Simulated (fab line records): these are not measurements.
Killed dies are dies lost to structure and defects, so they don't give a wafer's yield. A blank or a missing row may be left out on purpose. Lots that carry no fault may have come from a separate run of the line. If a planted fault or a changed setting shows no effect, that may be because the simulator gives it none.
Which of the tools did it? || flow n5-finfet || 24 lots, 72 wafers sampled, at 3 steps of a route of 1938

## WHAT THE GAUGES SHOWED, per wafer
N5_BEOL_M5_THK_MEAS_53: measures by xrf. Usual: M5_THK 62.4 nm, standard deviation 2.3.
{"lot": "L074", "measured": "day 8 10:57", "on": "film-metro-01", "M5_THK (nm)": "61.4 58.4 62.7", "flag": ""}
{"lot": "L075", "measured": "day 8 18:17", "on": "film-metro-01", "M5_THK (nm)": "65.0 64.9 64.8", "flag": ""}
{"lot": "L077", "measured": "day 9 09:15", "on": "film-metro-02", "M5_THK (nm)": "61.2 61.4 63.2", "flag": ""}
{"lot": "L076", "measured": "day 9 20:37", "on": "film-metro-01", "M5_THK (nm)": "59.3 61.1 60.8", "flag": ""}
{"lot": "L078", "measured": "day 10 04:05", "on": "film-metro-01", "M5_THK (nm)": "64.4 63.2 61.2", "flag": ""}
{"lot": "L079", "measured": "day 10 14:55", "on": "film-metro-02", "M5_THK (nm)": "61.2 60.4 60.1", "flag": ""}
{"lot": "L080", "measured": "day 10 23:57", "on": "film-metro-01", "M5_THK (nm)": "66.0 67.6 68.0", "flag": ""}
{"lot": "L082", "measured": "day 11 02:19", "on": "film-metro-01", "M5_THK (nm)": "63.0 64.3 65.7", "flag": ""}
{"lot": "L081", "measured": "day 11 05:44", "on": "film-metro-02", "M5_THK (nm)": "65.7 64.6 64.8", "flag": ""}
{"lot": "L083", "measured": "day 11 14:12", "on": "film-metro-02", "M5_THK (nm)": "58.0 60.2 62.3", "flag": ""}
{"lot": "L084", "measured": "day 11 16:03", "on": "film-metro-01", "M5_THK (nm)": "63.1 65.8 63.3", "flag": ""}
{"lot": "L086", "measured": "day 11 21:53", "on": "film-metro-01", "M5_THK (nm)": "57.7 60.7 60.8", "flag": ""}
{"lot": "L085", "measured": "day 11 22:48", "on": "film-metro-02", "M5_THK (nm)": "60.6 64.0 63.2", "flag": ""}
{"lot": "L088", "measured": "day 12 05:48", "on": "film-metro-02", "M5_THK (nm)": "58.4 63.3 63.1", "flag": ""}
{"lot": "L087", "measured": "day 12 11:20", "on": "film-metro-02", "M5_THK (nm)": "61.3 61.5 64.8", "flag": ""}
{"lot": "L090", "measured": "day 12 16:43", "on": "film-metro-02", "M5_THK (nm)": "58.1 62.0 62.6", "flag": ""}
{"lot": "L089", "measured": "day 12 22:56", "on": "film-metro-01", "M5_THK (nm)": "60.3 57.8 61.4", "flag": ""}
{"lot": "L091", "measured": "day 13 08:50", "on": "film-metro-01", "M5_THK (nm)": "63.8 59.2 58.4", "flag": ""}
{"lot": "L092", "measured": "day 13 12:03", "on": "film-metro-01", "M5_THK (nm)": "67.2 64.0 62.4", "flag": ""}
{"lot": "L093", "measured": "day 13 19:30", "on": "film-metro-02", "M5_THK (nm)": "61.2 59.4 63.2", "flag": ""}
{"lot": "L094", "measured": "day 14 00:47", "on": "film-metro-01", "M5_THK (nm)": "60.9 65.1 64.0", "flag": ""}
{"lot": "L095", "measured": "day 14 16:24", "on": "film-metro-01", "M5_THK (nm)": "61.9 60.4 61.0", "flag": ""}
{"lot": "L097", "measured": "day 14 18:26", "on": "film-metro-01", "M5_THK (nm)": "65.3 63.8 66.6", "flag": ""}
{"lot": "L096", "measured": "day 14 20:52", "on": "film-metro-02", "M5_THK (nm)": "63.8 62.1 63.6", "flag": ""}

N5_BEOL_M5_INSPECT_58: inspects for defects (darkfield). Usual: raw-defect-count reads 74 (standard deviation 24).
{"lot": "L074", "measured": "day 8 11:14", "on": "defect-inspect-02", "raw-defect-count": "76 124 88", "flag": ""}
{"lot": "L075", "measured": "day 8 18:36", "on": "defect-inspect-02", "raw-defect-count": "54 77 85", "flag": ""}
{"lot": "L077", "measured": "day 9 09:32", "on": "defect-inspect-02", "raw-defect-count": "67 66 59", "flag": ""}
{"lot": "L076", "measured": "day 9 20:53", "on": "defect-inspect-02", "raw-defect-count": "109 54 85", "flag": ""}
{"lot": "L078", "measured": "day 10 04:23", "on": "defect-inspect-02", "raw-defect-count": "66 54 57", "flag": ""}
{"lot": "L079", "measured": "day 10 15:11", "on": "defect-inspect-01", "raw-defect-count": "79 99 88", "flag": ""}
{"lot": "L080", "measured": "day 11 00:14", "on": "defect-inspect-02", "raw-defect-count": "137 79 87", "flag": ""}
{"lot": "L082", "measured": "day 11 02:37", "on": "defect-inspect-02", "raw-defect-count": "88 97 108", "flag": ""}
{"lot": "L081", "measured": "day 11 06:01", "on": "defect-inspect-01", "raw-defect-count": "117 91 89", "flag": ""}
{"lot": "L083", "measured": "day 11 14:29", "on": "defect-inspect-02", "raw-defect-count": "84 122 67", "flag": ""}
{"lot": "L084", "measured": "day 11 16:20", "on": "defect-inspect-02", "raw-defect-count": "86 78 44", "flag": ""}
{"lot": "L086", "measured": "day 11 22:10", "on": "defect-inspect-01", "raw-defect-count": "62 54 83", "flag": ""}
{"lot": "L085", "measured": "day 11 23:18", "on": "defect-inspect-01", "raw-defect-count": "74 66 98", "flag": ""}
{"lot": "L088", "measured": "day 12 06:05", "on": "defect-inspect-02", "raw-defect-count": "51 45 75", "flag": ""}
{"lot": "L087", "measured": "day 12 11:38", "on": "defect-inspect-02", "raw-defect-count": "61 91 62", "flag": ""}
{"lot": "L090", "measured": "day 12 17:01", "on": "defect-inspect-01", "raw-defect-count": "74 63 60", "flag": ""}
{"lot": "L089", "measured": "day 12 23:13", "on": "defect-inspect-01", "raw-defect-count": "67 54 68", "flag": ""}
{"lot": "L091", "measured": "day 13 09:07", "on": "defect-inspect-01", "raw-defect-count": "55 96 66", "flag": ""}
{"lot": "L092", "measured": "day 13 12:23", "on": "defect-inspect-02", "raw-defect-count": "95 70 74", "flag": ""}
{"lot": "L093", "measured": "day 13 19:51", "on": "defect-inspect-02", "raw-defect-count": "74 94 79", "flag": ""}
{"lot": "L094", "measured": "day 14 01:04", "on": "defect-inspect-02", "raw-defect-count": "73 51 50", "flag": ""}
{"lot": "L095", "measured": "day 14 16:41", "on": "defect-inspect-02", "raw-defect-count": "60 51 43", "flag": ""}
{"lot": "L097", "measured": "day 14 18:44", "on": "defect-inspect-02", "raw-defect-count": "72 95 74", "flag": ""}
{"lot": "L096", "measured": "day 14 21:10", "on": "defect-inspect-02", "raw-defect-count": "59 76 66", "flag": ""}

N5_BEOL_M6_OVL_MEAS_12. Usual: M6_OVL 0.0 nm, standard deviation 0.72.
{"lot": "L074", "measured": "day 8 12:29", "on": "overlay-01", "M6_OVL (nm)": "-0.4 1.6 -0.2", "flag": ""}
{"lot": "L075", "measured": "day 8 21:47", "on": "overlay-02", "M6_OVL (nm)": "-0.1 -1.1 0.0", "flag": ""}
{"lot": "L077", "measured": "day 9 11:09", "on": "overlay-01", "M6_OVL (nm)": "1.8 1.3 0.5", "flag": ""}
{"lot": "L076", "measured": "day 9 23:01", "on": "overlay-02", "M6_OVL (nm)": "0.3 -0.2 1.0", "flag": ""}
{"lot": "L078", "measured": "day 10 06:07", "on": "overlay-02", "M6_OVL (nm)": "0.3 0.7 -0.2", "flag": ""}
{"lot": "L079", "measured": "day 10 16:32", "on": "overlay-01", "M6_OVL (nm)": "-0.3 -0.2 -0.2", "flag": ""}
{"lot": "L080", "measured": "day 11 05:38", "on": "overlay-01", "M6_OVL (nm)": "-0.8 -1.3 0.3", "flag": ""}
{"lot": "L082", "measured": "day 11 05:42", "on": "overlay-01", "M6_OVL (nm)": "0.2 0.6 0.8", "flag": ""}
{"lot": "L081", "measured": "day 11 09:04", "on": "overlay-01", "M6_OVL (nm)": "-0.2 -1.0 -0.9", "flag": ""}
{"lot": "L083", "measured": "day 11 16:57", "on": "overlay-02", "M6_OVL (nm)": "0.2 0.2 0.2", "flag": ""}
{"lot": "L084", "measured": "day 11 18:43", "on": "overlay-01", "M6_OVL (nm)": "-1.2 -0.1 -1.1", "flag": ""}
{"lot": "L086", "measured": "day 11 23:26", "on": "overlay-02", "M6_OVL (nm)": "-0.2 -0.8 -0.4", "flag": ""}
{"lot": "L085", "measured": "day 12 01:46", "on": "overlay-01", "M6_OVL (nm)": "0.1 -0.7 -1.6", "flag": ""}
{"lot": "L088", "measured": "day 12 10:42", "on": "overlay-02", "M6_OVL (nm)": "-0.4 0.1 -0.2", "flag": ""}
{"lot": "L087", "measured": "day 12 14:37", "on": "overlay-01", "M6_OVL (nm)": "0.2 -0.5 0.3", "flag": ""}
{"lot": "L090", "measured": "day 12 18:16", "on": "overlay-02", "M6_OVL (nm)": "1.9 -0.5 -0.1", "flag": ""}
{"lot": "L089", "measured": "day 13 01:17", "on": "overlay-02", "M6_OVL (nm)": "-0.2 0.0 0.5", "flag": ""}
{"lot": "L091", "measured": "day 13 10:35", "on": "overlay-01", "M6_OVL (nm)": "0.6 0.3 0.6", "flag": ""}
{"lot": "L092", "measured": "day 13 14:32", "on": "overlay-02", "M6_OVL (nm)": "0.0 0.6 0.2", "flag": ""}
{"lot": "L093", "measured": "day 13 22:03", "on": "overlay-01", "M6_OVL (nm)": "-0.2 0.7 0.0", "flag": ""}
{"lot": "L094", "measured": "day 14 03:50", "on": "overlay-02", "M6_OVL (nm)": "-0.4 0.2 -0.6", "flag": ""}
{"lot": "L095", "measured": "day 14 18:10", "on": "overlay-01", "M6_OVL (nm)": "-0.3 -1.0 0.9", "flag": ""}
{"lot": "L097", "measured": "day 14 21:15", "on": "overlay-01", "M6_OVL (nm)": "0.3 -0.4 -0.3", "flag": ""}
{"lot": "L096", "measured": "day 15 02:27", "on": "overlay-01", "M6_OVL (nm)": "-0.8 0.4 -1.5", "flag": ""}

## TOOL THAT RAN EACH LOT (tool first, then ch and the chambers of the sampled wafers, then the start)
The record shows no process step preceding these readings.

## WHAT THE TOOLS THEMSELVES READ (means of the sampled wafers that have a number; where no wafer has one, the mark that the record gives instead)
The record holds no such reading with a usual standard deviation.

## THE ANSWER, worked out from the rows above alone
Rule: a lot counts as off when the mean over its wafers that have a number is more than 3 standard deviations away from the usual mean. Also off: a lot with no number at a reading for which 4 or more lots have one. The other lots that the step has rows for count as sound. Order of review: gauges by route order, followed by the tools' own readings, for which a lot's mean as printed above is used. The first step at which some lot is off is used, and at that step the reading that is off furthest; a lot without a number counts as furthest.
No lot is off on any of the readings shown, so nothing can be concluded from this.

## WHAT THE SIMULATOR HAD INSERTED
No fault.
